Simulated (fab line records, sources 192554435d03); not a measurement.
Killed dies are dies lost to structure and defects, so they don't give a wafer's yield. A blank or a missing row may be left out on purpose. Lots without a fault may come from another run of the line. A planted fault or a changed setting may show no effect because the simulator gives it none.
Problem report in the 8D (eight disciplines) form, filled by code | flow n5_finfet | the parts of the form that need people (team, actions taken, sign-off) are left out

1. THE PROBLEM
bias_w at N5_BEOL_M9_TRENCH_ETCH_37 reads a mean of 145.3 W on 3 wafers of 2 lots; wafers without a fault read 184.9 W with a standard deviation of 0.6. That is -66 standard deviations from the usual mean.
The step: etches SiCOH lowk in C4F6/O2, target depth 151.43 nm, time 49 s.
First seen on wafer L577.4, day 15 14:22, on rie_diel-03. The record holds 11 wafers of 4 lots with a number at this step. Rule for "out", or "out of limits": more than 4 standard deviations from the usual mean. The other wafers with a number count as sound.

2. WHAT IT IS AND WHAT IT IS NOT
question                    | is                     | is not
which readings at this step | bias_w, rf_vpp_V       | drypump_motor_current_A, oes_product_au, showerhead_plenum_p_Torr, throttle_valve_pct
which lots                  | L577, L578             | L572, L585
which wafers of those lots  | L577.4, L578.2, L578.4 | L577.3, L577.6, L578.6
read on which tools         | rie_diel-03            | rie_diel-06
when                        | from day 15 14:22      | up to then (5 sound wafers); but 3 sound wafers of L578, L585 came after

3. SUSPECTS, AND WHAT RULES EACH OUT
Counting: a tool at a process step up to the reading stays a suspect if it ran every lot that is out. Sound lots after the first of them don't rule it out here, since some wafers of a struck lot are sound.
- rie_diel-03 at N5_BEOL_M9_TRENCH_ETCH_37 (etches SiCOH lowk in C4F6/O2, target depth 151.43 nm, time 49 s): kept. It ran every lot that is out, first L577 (day 15 14:22); its last sound lot up to then is L572 (day 14 18:15). Its own readings are out on those wafers: bias_w, rf_vpp_V.
- Within rie_diel-03 at N5_BEOL_M9_TRENCH_ETCH_37: the wafers that are out ran in chamber 0; their sound lot-mates ran in chambers 2, 3.
Left after counting: rie_diel-03 at N5_BEOL_M9_TRENCH_ETCH_37.

4. THE CAUSE (what the simulator had put in)
Process parameter drift: rie_diel-03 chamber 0, from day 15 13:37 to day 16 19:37, at N5_BEOL_M9_TRENCH_ETCH_37. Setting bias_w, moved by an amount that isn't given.
Counting left only this tool.

5. THE CHAIN OF EFFECTS, in route order
Each row: a reading whose mean over the struck wafers that have a number lies more than 3 standard deviations from the usual. Only readings for which the record gives a usual standard deviation are gone through. hours: the time from each lot's start at the first step in this table that gives one to its start at this step, as a median over the lots. sigmas: the change in usual standard deviations.
hours | step                      | reading  | usual   | on struck wafers | change | sigmas
0     | N5_BEOL_M9_TRENCH_ETCH_37 | bias_w   | 184.9 W | 145.3            | -39.6  | -66
0     | N5_BEOL_M9_TRENCH_ETCH_37 | rf_vpp_V | 666 V   | 511              | -155   | -8.6
The process steps in it:
- N5_BEOL_M9_TRENCH_ETCH_37: etches SiCOH lowk in C4F6/O2, target depth 151.43 nm, time 49 s.

6. WHAT WOULD HAVE CAUGHT IT SOONER
In this record the first reading out of limits was taken at day 15 14:22, 1 hour after the fault began at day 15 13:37.
